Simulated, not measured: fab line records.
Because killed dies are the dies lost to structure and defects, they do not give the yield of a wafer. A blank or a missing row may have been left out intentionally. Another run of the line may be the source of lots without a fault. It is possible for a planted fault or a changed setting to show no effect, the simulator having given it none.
Chamber matching -- flow nand harc -- 4 sister chambers for NHARC_A_CHANNEL_HOLE_D2_ETCH_38 on rie diel-13
The step etches the open film in CF4, target depth 39 nm, time 65 s. 8 wafers are shown with their chamber, then 7 later ones without.

## WAFERS WITH THEIR CHAMBER
wafer,chamber,drypump motor current A (A),oes product au (a.u.)
L076.4,1,5.1,0.986
L081.1,0,5.4,0.997
L084.5,3,5.8,1.014
L086.1,3,5.8,1.001
L086.2,2,5.7,1.010
L086.5,1,5.0,1.009
L090.1,0,5.4,0.999
L090.2,2,5.7,1.016

## WAFERS WITH NO CHAMBER GIVEN
wafer,drypump motor current A (A),oes product au (a.u.)
L090.6,5.9,0.998
L093.2,5.7,1.009
L093.3,5.3,1.000
L093.4,5.8,0.989
L096.2,5.9,0.990
L096.4,5.7,1.016
L096.5,5.9,0.982

## CHAMBER TAKEN BY EACH
wafer,from the rows above,in truth
L090.6,3,3
L093.2,2,2
L093.3,0,0
L093.4,can't be placed: 3 or 2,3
L096.2,3,3
L096.4,2,2
L096.5,3,3
6 of 7 placed correctly. From these rows, 1 cannot be placed; in 1 the true chamber is one of the candidates. 0 placed wrongly.
How it was worked out, from the rows above alone: a wafer's distance from a chamber is the root of the sum, over the readings, of the square of ((its reading less the chamber's mean) divided by the reading's scatter). If the next closest chamber is less than 2 further off than the closest, the wafer can't be placed; otherwise it belongs to the closest. Each chamber's mean is taken over the wafers shown for it. The scatter: take each reading less its chamber's mean, square it, sum over the shown wafers, divide by the number of wafers less the number of chambers, and take the root.
